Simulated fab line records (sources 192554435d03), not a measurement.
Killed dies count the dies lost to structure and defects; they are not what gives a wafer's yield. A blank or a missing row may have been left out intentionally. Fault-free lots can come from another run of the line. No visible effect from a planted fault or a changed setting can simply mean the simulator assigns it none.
Struck lot and sound lot, side by side | flow n5-finfet | 24 steps out of a route of 1938
Sound: wafers L712.1, L712.2, L712.4. Struck: wafer L720.4; the same lot's L720.5 was not struck, so it is left out; see the end for the cause.
Order at every step that has rows: each side's tool, ch and its chambers, its first start. Under that, the readings that differ: sound wafers | struck wafers | difference of the means | sigmas: that difference in standard deviations of wafers without a fault.
alike: readings with means less than 2 such deviations apart, plus words and numbers identical on both sides. not compared: withheld readings, readings lacking a value on some wafer, bounds such as >300 that could conceal the same value, and numbers that have no deviation in the record and whose values overlap.
A row with sigmas, a row that says differs or no value, or rows on one side alone: a step with any of these is where the two part. Numbers that don't overlap but have no deviation are shown without sigmas and don't part them. Lack of a reading on every wafer of one side parts them only where that side has two or more wafers.

first, 1 step without rows for these wafers: N5_BEOL_M13_HARDBAKE_32 (time 120 s).
N5_BEOL_M13_CD_MEAS_28: the cd target is 209.5 nm.
  sound on cd-sem-01 ch 0, day 11 20:46; struck on cd-sem-03 ch 0, day 13 17:22
  alike: cd-nm
N5_BEOL_M13_OVL_MEAS_29:
  sound on overlay-01 ch 0, day 11 20:47; struck on overlay-02 ch 0, day 13 17:23
  alike: M13_OVL
N5_BEOL_M13_INSPECT_30: inspects for defects (macro).
  struck on defect-inspect-02, day 13 17:25; sound on defect-inspect-01, day 11 20:49
  alike: raw-defect-count
N5_BEOL_M13_DESCUM_33: chemistry O2, time 7.9 s.
  sound on rie-diel-06 ch 0,1,3, day 11 20:51; struck on rie-diel-05 ch 0, day 13 17:28
  alike: drypump-motor-current-A, oes-product-au, rf-vpp-V, showerhead-plenum-p-Torr, throttle-valve-pct
  not compared: rf-hours-counter-h
then, 1 step without rows for these wafers: N5_BEOL_M13_ETCH_67 (etches SiARC in CF4, target depth 143 nm, time 238.3 s).
N5_BEOL_M13_ETCH_68: etches SOC in N2/H2, time 355 s.
  sound on rie-diel-06 ch 0,1,3, day 11 21:02; struck on rie-diel-05 ch 1, day 13 17:44
  reading                         | sound             | struck | difference | sigmas
  rf-vpp-V (V)                    | 526.0 527.9 523.5 | 521.2  | -4.6       | -3
  showerhead-plenum-p-Torr (Torr) | 2.60 2.66 2.53    | 2.47   | -0.13      | -2
  alike: drypump-motor-current-A, oes-product-au, throttle-valve-pct
  not compared: rf-hours-counter-h
then, 3 steps without rows for these wafers: N5_BEOL_M13_STRIP_69 (strips in N2/H2); N5_BEOL_M13_TRENCH_ETCH_34 (etches SiOC in C4F8/O2/Ar, target depth 413.47 nm, time 162.6 s); N5_BEOL_M13_STRIP_70 (strips in C4F8/O2/Ar).
N5_BEOL_M13_OCD_MEAS_35:
  struck on ocd-01, day 13 18:07; sound on ocd-01, day 11 21:26
  alike: trench-depth-nm
then, 1 step without rows for these wafers: N5_BEOL_M13_STRIP_37 (strips in N2/H2).
N5_BEOL_M13_ETCH_38: etches SiCN in CF4/N2, target depth 67.5 nm, time 71.9 s.
  sound on rie-diel-05 ch 0,2,3, day 12 00:28; struck on rie-diel-03 ch 1, day 13 21:32
  reading                                       | sound             | struck | difference | sigmas
  oes-product-au (a.u.)                         | 0.95 0.71 0.92    | 1.10   | +0.24      | +3
  model.etch.depth-nm (nm)                      | 57.79 57.12 60.51 | 95.83  | +37.36     |
  model.SiOC_of_BEOL_M13_ILD_DEP_00.thk-nm (nm) | 793.4 784.2 796.4 | 752    | -39        |
  alike: drypump-motor-current-A, rf-vpp-V, showerhead-plenum-p-Torr, throttle-valve-pct
  not compared: rf-hours-counter-h
then, 2 steps without rows for these wafers: N5_BEOL_M13_PRECLEAN_39 (cleans in residue remover, time 60 s); N5_BEOL_M13_SRD_40 (time 30 s, dry time 30 s).
N5_BEOL_M13_DEGAS_41: time 60 s.
  struck on pvd-sputter-02, day 13 21:49; sound on pvd-sputter-03, day 12 00:56
  alike: heater-power-w
then, 1 step without rows for these wafers: N5_BEOL_M13_PRE_CLEAN_42 (time 30 s).
N5_BEOL_M13_SPUTTER_43: material TaN, target thk 15 nm, time 24.19 s.
  struck on pvd-sputter-02, day 13 21:54; sound on pvd-sputter-03, day 12 01:01
  alike: throttle-valve-pct
then, 1 step without rows for these wafers: N5_BEOL_M13_SPUTTER_44 (material Ta, target thk 10 nm, time 16.13 s).
N5_BEOL_M13_SPUTTER_45: material Cu, target thk 80 nm, time 13.33 s.
  struck on pvd-sputter-02, day 13 22:04; sound on pvd-sputter-03, day 12 01:10
  alike: throttle-valve-pct
then, 2 steps without rows for these wafers: N5_BEOL_M13_ECD_47 (material Cu, target thk 936 nm); N5_BEOL_M13_ANNEAL_48 (time 90 s).
N5_BEOL_M13_CMP_49: polishes, stops on SiOC, t overpolish 17.1 s, target thk 420 nm.
  sound on cmp-04 ch 0,2,3, day 12 02:10; struck on cmp-02 ch 0, day 13 22:57
  reading                                       | sound             | struck | difference | sigmas
  model.SiOC_of_BEOL_M13_ILD_DEP_00.thk-nm (nm) | 783.4 774.2 786.4 | 742    | -39        |
  alike: barrier-field-endpoint-s, motor-current-A, overpolish-run-s, slurry-flow-ml-min
N5_BEOL_M13_THK_MEAS_50: measures by xrf.
  struck on film-metro-02, day 13 23:15; sound on film-metro-01, day 12 02:25
  alike: M13_THK

== WHERE THEY PART ==
Earliest at N5_BEOL_M13_ETCH_68; latest, in this record, at N5_BEOL_M13_ETCH_38. Later steps at which nothing parts them and some readings are alike: N5_BEOL_M13_DEGAS_41, N5_BEOL_M13_SPUTTER_43, N5_BEOL_M13_SPUTTER_45, N5_BEOL_M13_CMP_49, N5_BEOL_M13_THK_MEAS_50.

WHY: what the simulator had put in
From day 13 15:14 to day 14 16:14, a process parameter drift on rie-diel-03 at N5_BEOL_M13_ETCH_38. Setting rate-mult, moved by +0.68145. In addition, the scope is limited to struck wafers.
